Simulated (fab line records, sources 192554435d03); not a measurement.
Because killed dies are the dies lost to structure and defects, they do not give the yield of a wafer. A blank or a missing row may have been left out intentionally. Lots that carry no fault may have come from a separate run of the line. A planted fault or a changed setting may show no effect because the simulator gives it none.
Chamber matching    flow n5_finfet    N5_GATE_CUT_STRIP_59 on rie_diel-03: 4 sister chambers
The step strips in N2/H2, time 20 s. 4 wafers are shown with their chamber, then 7 later ones without.

EACH WAFER AND ITS CHAMBER
wafer   chamber  showerhead_plenum_p_Torr (Torr)
L087.2  2        3.30
L092.3  0        3.30
L093.1  1        3.50
L093.3  3        3.49

WAFERS WHOSE CHAMBER IS MISSING
wafer   showerhead_plenum_p_Torr (Torr)
L093.4  3.30
L094.1  3.50
L094.5  3.30
L094.6  3.50
L095.2  3.50
L095.5  3.50
L095.6  3.29

EACH ONE'S CHAMBER
wafer   from the rows above      in truth
L093.4  can't be placed: 0 or 2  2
L094.1  1                        1
L094.5  can't be placed: 0 or 2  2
L094.6  1                        1
L095.2  1                        1
L095.5  1                        1
L095.6  can't be placed: 0 or 2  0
Correctly placed: 4 of 7. From these rows, 3 cannot be placed; in 3 the true chamber is one of the candidates. Placed wrongly: 0.
How it was worked out, from the rows above alone: a wafer's distance from a chamber is the root of the sum, over the readings, of the square of ((its reading less the chamber's mean) divided by the reading's scatter). If the next closest chamber is less than 2 further off than the closest, the wafer can't be placed; otherwise it belongs to the closest. Each chamber's mean is taken over the wafers shown for it. The scatter: root of mean squared gap, hidden wafer to nearest shown wafer, with one shown wafer a chamber.
